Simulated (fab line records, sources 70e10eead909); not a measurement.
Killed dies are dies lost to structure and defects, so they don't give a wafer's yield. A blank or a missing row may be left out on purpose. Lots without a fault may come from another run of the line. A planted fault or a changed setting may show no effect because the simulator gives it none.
Chamber matching | flow nand_harc | NHARC_P_M2_PRE_CLEAN_32 on pecvd-03: 3 sister chambers
The step time 12 s. 3 wafers are shown with their chamber, then 7 later ones without.

WAFERS WITH THEIR CHAMBER
wafer  | chamber | heater_power_w (W)
L852.4 | 1       | 712
L862.2 | 2       | 503
L862.3 | 0       | 772

WAFERS WITHOUT THEIR CHAMBER
wafer  | heater_power_w (W)
L862.4 | 767
L865.3 | 707
L865.5 | 593
L865.6 | 698
L866.2 | 542
L866.3 | 643
L866.4 | 558

WHICH CHAMBER EACH WENT THROUGH
wafer  | from the rows above          | in truth
L862.4 | can't be placed: 0 or 1      | 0
L865.3 | can't be placed: 1 or 0      | 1
L865.5 | can't be placed: 2 or 1 or 0 | 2
L865.6 | can't be placed: 1 or 0      | 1
L866.2 | 2                            | 2
L866.3 | can't be placed: 1 or 0 or 2 | 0
L866.4 | can't be placed: 2 or 1      | 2
Placed correctly: 1 of 7. Can't be placed from these rows: 6 (the true chamber is among the candidates in 6). Placed wrongly: 0.
How it was worked out, from the rows above alone: a wafer's distance from a chamber is the root of the sum, over the readings, of the square of ((its reading less the chamber's mean) divided by the reading's scatter). The wafer belongs to the nearest chamber; if the next one is less than 2 further off, it can't be placed. A chamber's mean is the mean of its shown wafers. The scatter: with one shown wafer a chamber, the root of the mean of the squares of how far each hidden wafer lies from its nearest shown one.
